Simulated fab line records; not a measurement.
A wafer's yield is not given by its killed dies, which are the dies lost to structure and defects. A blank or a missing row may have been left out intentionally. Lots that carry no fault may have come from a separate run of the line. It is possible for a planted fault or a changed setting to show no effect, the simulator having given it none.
Code-filled problem report in 8D (eight disciplines) form || flow nandHarc || the parts of the form that need people (team, actions taken, sign-off) are left out

== 1. WHAT WENT WRONG ==
thkNm at NHARC_A_ONON_D1_THK_MEAS_21 reads a mean of 778 nm on 4 wafers of 3 lots; wafers without a fault read 1002 nm with a standard deviation of 11. That puts it -20 standard deviations away from the usual mean.
The step: measures by ellipsometry.
The first sign was on wafer L665.1 at day 14 13:35, on filmMetro-02. Wafers with a number at this step in the record: 40, from 14 lots. Rule for "out" (also "out of limits"): further than 4 standard deviations from the usual mean. The other wafers with a number count as sound.

== 2. WHAT IT IS AND WHAT IT IS NOT ==
{"question": "which readings at this step", "is": "thkNm", "is not": "-"}
{"question": "which lots", "is": "L665, L666, L667", "is not": "L651, L652, L653, L654, L656, L657, L661, L663, L669, L673, L674"}
{"question": "which wafers of those lots", "is": "L665.1, L665.2, L666.1, L667.2", "is not": "L665.5, L666.3, L667.3"}
{"question": "read on which gauges", "is": "filmMetro-01, filmMetro-02", "is not": "-"}
{"question": "when", "is": "from day 14 13:35", "is not": "up to then (25 sound wafers); but 11 sound wafers of L666, L667, L669, L673, L674 came after"}

== 3. THE SUSPECTS, EACH WITH WHAT RULES IT OUT ==
Counting: any tool at a process step up to the reading remains a suspect provided it ran every lot that is out. Sound lots after the first of them don't rule it out here, since some wafers of a struck lot are sound.
- the gauge at NHARC_A_ONON_D1_THK_MEAS_21: ruled out. Those wafers that are out were read across 2 gauges (filmMetro-01, filmMetro-02).
- pecvdOnon-03 at NHARC_A_ONON_D1_DEP_19 (target thk 1000 nm): kept. It processed each lot that is out (first: L665, day 14 13:04); up to then, its last sound lot is L661 (day 12 05:59).
Left after counting: pecvdOnon-03 at NHARC_A_ONON_D1_DEP_19.

== 4. THE CAUSE (what the simulator had put in) ==
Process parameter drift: pecvdOnon-03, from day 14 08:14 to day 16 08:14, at NHARC_A_ONON_D1_DEP_19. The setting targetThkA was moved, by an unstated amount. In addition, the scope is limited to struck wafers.
Only this tool survived the counting.

== 5. THE CHAIN OF EFFECTS, in route order ==
Each row: a reading whose mean over the struck wafers that have a number lies more than 3 standard deviations from the usual. Scope: only readings with a usual standard deviation given in the record; hours: median across lots of the time from each lot's start at the first step in this table that gives one to its start at this step; sigmas: change in usual standard deviations.
{"hours": 0, "step": "NHARC_A_ONON_D1_THK_MEAS_21", "reading": "thkNm", "usual": "1002 nm", "on struck wafers": 778, "change": -224, "sigmas": -20}
{"hours": 391, "step": "NHARC_END_SORT_01", "reading": "killedAtArray", "usual": 61, "on struck wafers": 671, "change": "+610", "sigmas": "+25"}
{"hours": 391, "step": "NHARC_END_SORT_01", "reading": "killedDies", "usual": 66, "on struck wafers": 677, "change": "+611", "sigmas": "+27"}

== 6. HOW IT WOULD HAVE BEEN CAUGHT EARLIER ==
In this record the first reading out of limits at a measuring or inspecting step was taken at day 14 13:35, 5 hours after the fault began at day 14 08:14.
L666, L667, from the lots that are out (3), started NHARC_A_ONON_D1_DEP_19 on pecvdOnon-03 later than day 14 13:35. A hold on the tool at that time would have spared those 2.
